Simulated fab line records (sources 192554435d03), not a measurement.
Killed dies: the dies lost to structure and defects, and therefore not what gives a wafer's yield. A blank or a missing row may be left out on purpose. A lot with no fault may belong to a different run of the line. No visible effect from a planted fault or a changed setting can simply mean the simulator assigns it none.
fab line records ; flow n5Finfet
[record] lots = 4; wafers = 12; lastDay = 16
route steps=1938 shown SD_EPI_P@319 SD_ACTIVATION@330 ILD0@335 SDB@347 BEOL_M4@1111 PASSIVATION@1936
lots untouched by any fault: they come from a run of this same line in which no faults occurred
startH: the number of hours between the record's first day and the start of the first shown wafer of the lot ; waitH: hours from the lot's prior step to this one ; " same as the row above ; L1.1+2: a single row standing in for several wafers ; - value missing, or start not given ; * or withheld: withheld ; < > ~ a bound
route shown NAME@n: names a module that has steps shown in the file, with the first one's number in the route ; usual: mean and standard deviation over wafers with no fault ; same: alike in all rows ; chamber/n: place in a boat ; sites: per-site readings ; _std_site: their standard deviation ; _edge_site: outer sites' mean less inner sites' ; radiusMm: for every site, how far away it sits from the centre of the wafer ; mask NAME#n: copy n ; behind: the tool/chamber that last shaped the wafer ; hold: what put the lot on hold/how long, in hours/how the hold closed ; device: the transistor (n, p or np) that didn't switch ; end of line: the tests these same wafers got at the end of their route ; a step with no rows: only its recipe ; killed: at the first sort, the dies lost to defects and structure; wafer yield is something else ; map: the dies of a wafer, with x for killed, . for not killed, _ for no die there
set.NAME: setting as actually run; set.NAME@STEP: the setting as run at that earlier step ; model.NAME: the simulator's own value behind a step, which no gauge read
lots seen at some steps along the route; tables by step, rows by wafer
services: when a tool's chamber went out of use (startH, in hours from the record's first day, below 0 if earlier), for how many hours, and the reason
[[steps]]
[step N5_SD_EPI_P_PRECLEAN_51]
[recipe] chemistry = NF3:NH3; afsCycles = 1; tempC = 30; timeS = 20; sublimationTempC = 180; sublimationTimeS = 60; pressureTorr = 3; rfPowerW = 30
[step N5_SD_EPI_P_VAPOR_ETCH_44]
[recipe] chemistry = NF3/Ar; target = SiGe30; tempC = 25; timeS = 3.3; mode = isotropic
[step N5_SD_EPI_P_EPI_21]
[recipe] material = SiGe:B; dopant = B; tempC = 550; pressureTorr = 20; ambient = H2; timeS = 355
[step N5_SD_EPI_P_HM_STRIP_48]
[recipe] chemistry = H3PO4; tempC = 160; material = SiNx; target = SiNx; targetDepthA = 30; overetchFraction = 0.3
[step N5_SD_EPI_P_SRD_49]
[recipe] dry = ipaMarangoni; timeS = 30; tempC = 23; rinseLiquid = diw
[step N5_SD_EPI_P_PRECLEAN_24]
[recipe] chemistry = O3/DIW; timeS = 45; tempC = 22; o3Ppm = 10
[step N5_SD_EPI_P_PRECLEAN_32]
[recipe] chemistry = dHF; timeS = 10; dilution = 500:1; tempC = 25
[step N5_SD_EPI_P_PRECLEAN_33]
[recipe] chemistry = SC2; timeS = 45; tempC = 35; mix = 1:1:50
[step N5_SD_EPI_P_SRD_25]
[recipe] timeS = 30; tempC = 23; rinseLiquid = diw; dry = ipaMarangoni
[step N5_SD_ACTIVATION_RTA_00]
[recipe] tempC = 975; timeS = 0; ambient = N2; idleTempC = 600; rampUpCPerS = 150; rampDownCPerS = 60; coolToC = 600
[step N5_SD_ACTIVATION_LSA_01]
[recipe] tempC = 1080; timeS = 0.0008; ambient = N2
[usual] wafer_temp_C_max = 1085.2/1.2
lot.wafer;tool;chamber;startH;waitH;wafer_temp_C_max
L439.1;laserAnneal-01;0;80.91;0.2;1083.7
L439.3;laserAnneal-01;0;80.91;0.2;1084.1
L439.5;laserAnneal-01;0;80.91;0.2;1084.5
L448.1;laserAnneal-02;0;140.67;0.2;1085.4
L448.2;laserAnneal-02;0;140.67;0.2;1087.3
L448.4;laserAnneal-02;0;140.67;0.2;1085.2
L449.4;laserAnneal-01;0;141.86;0.2;1054.3
L449.5;laserAnneal-01;0;141.86;0.2;1056.5
L449.6;laserAnneal-01;0;141.86;0.2;1055.7
L451.1;laserAnneal-01;0;153.46;0.2;1054.7
L451.4;laserAnneal-01;0;153.46;0.2;1054.3
L451.5;laserAnneal-01;0;153.46;0.2;1057.3
[step N5_SD_ACTIVATION_RS_MEAS_03]
[recipe] thkMeasGauge = four-point-probe
[usual] RS_SD_N = 22.0/0.33; RS_SD_P = 55.9/0.95
lot.wafer;tool;chamber;startH;waitH;RS_SD_N[ohm/sq];RS_SD_P[ohm/sq]
L439.1;filmMetro-02;-;81.11;0.2;22.2;54.9
L439.3;filmMetro-02;-;81.11;0.2;22.2;55.4
L439.5;filmMetro-02;-;81.11;0.2;22.7;54.7
L448.1;filmMetro-01;-;140.87;0.2;22.0;56.3
L448.2;filmMetro-01;-;140.87;0.2;21.9;55.5
L448.4;filmMetro-01;-;140.87;0.2;21.9;56.0
L449.4;filmMetro-01;-;142.03;0.1;25.7;56.5
L449.5;filmMetro-01;-;142.03;0.1;25.8;57.3
L449.6;filmMetro-01;-;142.03;0.1;25.7;57.3
L451.1;filmMetro-01;-;153.68;0.2;25.7;57.5
L451.4;filmMetro-01;-;153.68;0.2;25.9;56.2
L451.5;filmMetro-01;-;153.68;0.2;26.0;57.4
[step N5_ILD0_LINER_00]
[recipe] material = SiNx; targetThkA = 40; tempC = 400; aldPrecursorFamily = SiH2I2; aldCoReactant = N2/H2-plasma; pulseTimeS = 1; purgeTimeS = 2; coReactantPurgeTimeS = 2; aldCycles = 80; pressureTorr = 2
[step N5_ILD0_FCVD_FILL_01]
[recipe] material = SiO2_flowable; targetThkA = 2000; tempC = 100; pressureTorr = 0.8; rfW = 2000; timeS = 328.3
[step N5_ILD0_CURE_02]
[recipe] tempC = 450; timeS = 1800; ambient = steam; idleTempC = 400; rampUpCPerMin = 5; rampDownCPerMin = 3; densificationPH2oTorr = 640
[step N5_ILD0_CMP_03]
[recipe] stopOn = SiNx; tOverpolishS = 1.9; postCmpClean = alkalineBrush; downForcePsi = 4.1491; platenRpm = 51.796; padVelocityMS = 1.0306; targetThkNm = 197.38
[step N5_ILD0_CMP_07]
[recipe] stopOn = poly-Si; material = SiO2_flowable; tOverpolishS = 1.18; postCmpClean = alkalineBrush; downForcePsi = 4.1491; platenRpm = 51.796; padVelocityMS = 1.0306; targetThkNm = 138.88
[step N5_ILD0_PRECLEAN_10]
[recipe] chemistry = NF3:NH3; afsCycles = 5; timeS = 20; tempC = 30; sublimationTempC = 180; sublimationTimeS = 60; pressureTorr = 3; rfPowerW = 30
[step N5_ILD0_ALD_15]
[recipe] material = SiNx; targetThkA = 240; tempC = 400; aldPrecursorFamily = SiH2I2; aldCoReactant = N2/H2-plasma; pulseTimeS = 1; aldCycles = 480; purgeTimeS = 2; coReactantPurgeTimeS = 2; pressureTorr = 2
[step N5_ILD0_CMP_12]
[recipe] stopOn = poly-Si; material = SiNx; tOverpolishS = 6; postCmpClean = alkalineBrush; downForcePsi = 2.5; platenRpm = 51.8; padVelocityMS = 1.0307; targetThkNm = 17.67
[step N5_SDB_HM_DEP_00]
[recipe] material = SiNx; targetThkA = 400; tempC = 400; precursor = SiH4/NH3/N2; pressureTorr = 1.5; rfW = 300; timeS = 35.3
[step N5_SDB_COAT_03]
[recipe] resist = SOC; tempC = 250; timeS = 60; spinRpm = 1500; resistThkNm = 100
[step N5_SDB_COAT_04]
[recipe] resist = SiARC; tempC = 220; timeS = 60; spinRpm = 1500; resistThkNm = 18
[step N5_SDB_COAT_05]
[recipe] resist = CAR-ArF; spinRpm = 1500; resistThkNm = 90
[step N5_SDB_EBR_07]
[recipe] solvent = PGMEA; ebrWidthMm = 1.5
[step N5_SDB_SOFTBAKE_06]
[recipe] tempC = 110; timeS = 60; resist = CAR-ArF
[step N5_SDB_EXPOSE_08]
[recipe] maskId = SDB; na = 1.35; sourceShape = conventional; sigmaOuter = 0.5; polarization = unpolarized; doseMj = 49.6
[step N5_SDB_PEB_09]
[recipe] pebTempC = withheld; pebTimeS = 60; resist = CAR-ArF
[step N5_SDB_DEVELOP_10]
[recipe] developTimeS = 30; developer = TMAH; resist = CAR-ArF; rinseLiquid = diw; dry = airSpin; devTempC = 23
[step N5_SDB_DESCUM_16]
[recipe] chemistry = O2; timeS = 7.9; sourcePowerW = 50; biasPowerW = 20; pressureMtorr = 20; rfFrequencyHz = 2.712e+07; tempC = 40; resist = CAR-ArF; o2FlowSccm = 225
[step N5_SDB_ETCH_17]
[recipe] chemistry = CF4; target = SiARC; targetDepthA = 234; maskMaterial = CAR-ArF; timeS = 39; ionEnergyEv = 80; pressureMtorr = 40; sourceW = 545; biasW = 36; Ar_flow_sccm = 100; cf4FlowSccm = 100; ends = cleared
[step N5_BEOL_M4_RC_MEAS_101]
[usual] DIBL_N = 35.9/1.7; DIBL_P = 35.8/2.2; IOFF_N = 0.15/0.03; IOFF_P = 0.21/0.036; ION_N = 674/12; ION_P = 463/7.2; RC_DENSE_N = 19.1/0.43; RC_N = 15.6/0.33; REXT_N = 75.6/1.8; RS_SD_N = 28.5/0.4; SS_N = 71.3/0.59; SS_P = 73.1/0.69; VT_N = 250/3; VT_P = -251/3.2
lot.wafer;tool;chamber;startH;waitH;DIBL_N[mV/V];DIBL_P[mV/V];IOFF_N[nA/um];IOFF_P[nA/um];ION_N[uA/um];ION_P[uA/um];RC_DENSE_N[ohm.um];RC_N[ohm.um];REXT_N[ohm.um];RS_SD_N[ohm/sq];SS_N[mV/dec];SS_P[mV/dec];VT_N[mV];VT_P[mV]
L439.1;prober-01;0;186.03;0.0;37.2;37.6;0.18;0.23;682;464;19.1;15.5;78.0;29.0;71.9;73.4;249;-251
L439.3;prober-01;0;186.03;0.0;36.8;36.5;0.17;0.22;683;470;19.1;15.6;77.1;28.8;71.4;73.9;248;-249
L439.5;prober-01;0;186.03;0.0;37.8;38.2;0.19;0.25;678;469;19.3;15.8;78.8;29.3;72.3;74.0;248;-250
L448.1;prober-01;0;255.26;0.0;33.7;32.7;0.12;0.16;666;458;19.5;15.9;72.5;28.5;71.5;72.5;255;-255
L448.2;prober-01;0;255.26;0.0;36.6;37.8;0.18;0.23;682;469;19.0;15.5;72.5;28.3;71.6;73.6;247;-248
L448.4;prober-01;0;255.26;0.0;37.1;37.8;0.18;0.24;683;467;18.8;15.3;74.0;28.8;72.0;73.8;249;-249
L449.4;prober-02;0;255.46;0.5;36.6;36.9;0.15;0.18;656;454;21.3;17.4;85.5;32.8;71.5;73.2;251;-254
L449.5;prober-02;0;255.46;0.5;33.2;32.5;0.10;0.14;650;450;21.4;17.4;86.1;32.5;70.8;72.6;256;-259
L449.6;prober-02;0;255.46;0.5;37.0;37.5;0.16;0.20;653;453;22.0;17.9;85.9;32.9;71.5;74.0;250;-255
L451.1;prober-02;0;274.66;0.0;37.2;37.7;0.16;0.21;674;460;21.8;17.6;79.2;32.5;71.7;73.2;248;-252
L451.4;prober-02;0;274.66;0.0;35.2;35.6;0.14;0.18;673;459;21.5;17.9;80.7;32.8;71.5;73.4;250;-253
L451.5;prober-02;0;274.66;0.0;36.4;36.4;0.15;0.19;658;454;21.6;17.7;80.7;32.8;71.6;73.3;252;-250
[step N5_PASSIVATION_PROBE_49]
[usual] defectLimitedYield = 91.0/1.5; killed_at_M0_to_M3 = 35/12; killed_at_M4_up = 15/5.8; killedAtContacts = 14/7.2; killedAtFrontEnd = 40/10; killedAtOther = 3/3; killedDies = 106/18; killedOpen = 68/14; killedShort = 35/7.2; sort_bin_5_function = 5.2/0.96; sort_bin_6_memory = 3.3/0.69; sortNPass = 1074/18; sortYieldPct = 91.0/1.5
[same] grossDies = 1180; killedAtBackSide = 0; sort_bin_4_leakage[%] = 0; sort_bin_8_speed[%] = 0
lot.wafer;tool;chamber;startH;waitH;defectLimitedYield[%];killed_at_M0_to_M3;killed_at_M4_up;killedAtContacts;killedAtFrontEnd;killedAtOther;killedDies;killedOpen;killedShort;sort_bin_5_function[%];sort_bin_6_memory[%];sortNPass;sortYieldPct[%]
L451.5;prober-02;-;374.30;0.2;90.6;35;17;16;29;14;111;72;35;5.6;3.6;1069;90.6
// killed by level:class
L451.5 MOL_CONTACT_COAG:geometricParticle:open=11 FIN_SAQP:geometricParticle:open=9 BEOL_M1:geometricParticle:open=9 BEOL_M0_SAQP:geometricParticle:short=7 BEOL_M4:geometricParticle:open=6 BEOL_M3:geometricParticle:open=5 FIN_SAQP:geometricParticle:short=4 STI_FIN_REVEAL:geometricParticle:open=4
[[services]]
tool;chamber;startH;hours;kind
laserAnneal-01;-;65.54;2.3;pm
laserAnneal-02;-;67.84;3.5;pm
[[key]]
[firstSign] step = N5_SD_ACTIVATION_LSA_01; reading = wafer_temp_C_max; direction = down; sigmas = 26; usual = *; struck = *
[effect] step = N5_SD_ACTIVATION_RS_MEAS_03; reading = RS_SD_N; direction = up; sigmas = 12; usual = 22.0; struck = 25.8
[effect] step = N5_BEOL_M4_RC_MEAS_101; reading = RS_SD_N; direction = up; sigmas = 10; usual = 28.5; struck = 32.7
[effect] step = N5_BEOL_M4_RC_MEAS_101; reading = RC_N; direction = up; sigmas = 6.2; usual = 15.6; struck = 17.6
[effect] step = N5_BEOL_M4_RC_MEAS_101; reading = RC_DENSE_N; direction = up; sigmas = 5.8; usual = 19.1; struck = 21.6
[effect] step = N5_BEOL_M4_RC_MEAS_101; reading = REXT_N; direction = up; sigmas = 4.2; usual = 75.6; struck = 83.0
metAt N5_SD_ACTIVATION_LSA_01
struckWafers L449.4,L449.5,L449.6,L451.1,L451.4,L451.5
onsetBetween 80.91 141.86
[fault] kind = processParameterDrift; tool = laserAnneal-01; chamber = -; onsetH = 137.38; steps = N5_SD_ACTIVATION_LSA_01; channel = tempC; offset = *; shape = step; endH = 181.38; stated = *
